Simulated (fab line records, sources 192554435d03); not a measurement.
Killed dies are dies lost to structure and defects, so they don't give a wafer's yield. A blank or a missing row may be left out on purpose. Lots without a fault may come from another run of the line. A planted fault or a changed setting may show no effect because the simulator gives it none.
One fault seen from 3 desks | flow n5_finfet | each desk has only its own numbers; what lay behind them comes last

THE DEFECT DESK
What the inspections along the route counted, lot by lot: means of the sampled wafers that have a number. A lot is out of limits, marked OUT, if its mean lies more than 4 standard deviations from the usual mean; the brackets give that distance.
Columns: A = raw_defect_count at N5_FIN_SAQP_INSPECT_18, usual 393; B = raw_defect_count at N5_FIN_CUT_INSPECT_10, usual 43
lot  | first seen here | A   | B
L829 | day 3 03:47     | 383 | 38
L830 | day 3 09:58     | 323 | 34
L831 | day 3 17:00     | 306 | 34
L833 | day 4 05:23     | 420 | 43
L836 | day 4 22:56     | 320 | 34
L843 | day 6 18:03     | 704 | 441 (+28) OUT
L844 | day 6 21:36     | 370 | 36
L846 | day 7 09:59     | 424 | 42
L847 | day 7 15:46     | 385 | 32
This desk's finding: out of limits on L843; first on L843, day 6 22:56 (raw_defect_count at N5_FIN_CUT_INSPECT_10). In limits: L829, L830, L831, L833, L836, L844, L846, L847.

THE TOOL OWNER'S DESK: ald_sin-01
The tool's own readings at N5_FIN_SAQP_ALD_61 (deposits SiO2, target thk 4 nm, pulse time 1 s, purge time 2 s): means of the sampled wafers that have a number, for each lot that ran on this tool. A lot is out of limits, marked OUT, if its mean lies more than 4 standard deviations from the usual mean; the brackets give that distance.
Columns: A = heater_power_w at N5_FIN_SAQP_ALD_61, usual 469 W; B = precursor_pulse_height_rel at N5_FIN_SAQP_ALD_61, usual 0.999
lot  | first seen here | A   | B
L830 | day 3 08:33     | 502 | 0.980
L831 | day 3 15:07     | 491 | 1.009
L833 | day 4 04:05     | 497 | 1.012
L843 | day 6 16:47     | 490 | 1.008
This desk's finding: nothing out of limits on any of the 4 lots.

THE METROLOGY DESK
What the gauges read, lot by lot, whatever tool the lot ran on: means of the sampled wafers that have a number. A lot is out of limits, marked OUT, if its mean lies more than 4 standard deviations from the usual mean; the brackets give that distance. Of its 11 readings 7 are shown: those that lie furthest out on some lot.
Columns: A = DIBL_N at N5_BEOL_M4_RC_MEAS_101, usual 36.1 mV/V; B = IOFF_N at N5_BEOL_M4_RC_MEAS_101, usual 0.159 nA/um; C = IOFF_P at N5_BEOL_M4_RC_MEAS_101, usual 0.21 nA/um; D = ION_P at N5_BEOL_M4_RC_MEAS_101, usual 464 uA/um; E = SS_P at N5_BEOL_M4_RC_MEAS_101, usual 73.3 mV/dec; F = VT_N at N5_BEOL_M4_RC_MEAS_101, usual 249 mV; G = VT_P at N5_BEOL_M4_RC_MEAS_101, usual -250 mV
lot  | first seen here | A    | B     | C    | D   | E    | F   | G
L829 | day 3 03:10     | 35.9 | 0.157 | 0.22 | 468 | 73.3 | 249 | -251
L830 | day 3 09:12     | 37.4 | 0.163 | 0.21 | 463 | 73.3 | 249 | -250
L831 | day 3 16:14     | 38.7 | 0.213 | 0.24 | 465 | 74.1 | 247 | -250
L833 | day 4 04:41     | 37.3 | 0.161 | 0.24 | 470 | 73.4 | 248 | -246
L836 | day 4 22:11     | 34.3 | 0.119 | 0.16 | 452 | 72.6 | 254 | -254
L843 | day 6 17:17     | 36.7 | 0.185 | 0.23 | 463 | 74.5 | 249 | -249
L844 | day 6 20:51     | 37.5 | 0.191 | 0.28 | 479 | 73.5 | 246 | -242
L846 | day 7 09:14     | 37.4 | 0.188 | 0.31 | 478 | 73.8 | 246 | -242
L847 | day 7 15:08     | 35.9 | 0.176 | 0.23 | 470 | 73.1 | 246 | -247
This desk's finding: nothing out of limits on any of the 9 lots.

PUT TOGETHER
The defect desk could have raised an alarm at day 6 22:56, on L843.
The tool owner's desk saw nothing out of limits.
The metrology desk saw nothing out of limits.
The tool owner's desk has L843 on record, within its limits.
The metrology desk has L843 on record, within its limits.
Of the lots named, all ran N5_FIN_SAQP_ALD_61 on ald_sin-01.

WHAT THE SIMULATOR HAD PUT IN
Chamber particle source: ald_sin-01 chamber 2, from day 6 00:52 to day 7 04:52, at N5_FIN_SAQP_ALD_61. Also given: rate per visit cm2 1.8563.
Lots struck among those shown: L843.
Hours from the fault's start to each desk's first reading out of limits: the defect desk, 22.
